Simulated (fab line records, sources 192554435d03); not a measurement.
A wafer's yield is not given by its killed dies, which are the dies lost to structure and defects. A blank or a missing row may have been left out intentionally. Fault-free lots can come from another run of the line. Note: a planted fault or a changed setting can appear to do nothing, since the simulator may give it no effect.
Matching of chambers + flow n5Finfet + 4 sister chambers for N5_BEOL_M14_VIA_ETCH_16 on rieDiel-02
The step etches SiO2 in C4F8/O2/Ar, target depth 1231.3 nm. 4 wafers are shown with their chamber, then 8 later ones without.

EACH WAFER AND ITS CHAMBER
| wafer  | chamber | drypumpMotorCurrentA (A) |
|--------|---------|--------------------------|
| L084.4 | 1       | 5.5                      |
| L085.5 | 0       | 6.3                      |
| L085.6 | 2       | 5.3                      |
| L093.1 | 3       | 5.7                      |

WAFERS WHOSE CHAMBER IS MISSING
| wafer  | drypumpMotorCurrentA (A) |
|--------|--------------------------|
| L093.3 | 6.4                      |
| L093.5 | 6.4                      |
| L090.1 | 6.4                      |
| L090.2 | 5.4                      |
| L090.4 | 5.2                      |
| L095.1 | 5.7                      |
| L095.5 | 6.4                      |
| L095.6 | 5.7                      |

WHICH CHAMBER EACH ONE RAN IN
| wafer  | from the rows above     | in truth |
|--------|-------------------------|----------|
| L093.3 | 0                       | 0        |
| L093.5 | 0                       | 0        |
| L090.1 | 0                       | 0        |
| L090.2 | can't be placed: 1 or 2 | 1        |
| L090.4 | 2                       | 2        |
| L095.1 | 3                       | 3        |
| L095.5 | 0                       | 0        |
| L095.6 | 3                       | 3        |
7 of 8 placed correctly. Unplaceable from these rows: 1, with the true chamber sitting among the candidates in 1. Wrongly placed: 0.
How it was worked out, from the rows above alone: a wafer's distance from a chamber is the root of the sum, over the readings, of the square of ((its reading less the chamber's mean) divided by the reading's scatter). If the next closest chamber is less than 2 further off than the closest, the wafer can't be placed; otherwise it belongs to the closest. The mean given for a chamber averages the wafers shown for that chamber. The scatter: with one shown wafer a chamber, the root of the mean of the squares of how far each hidden wafer lies from its nearest shown one.
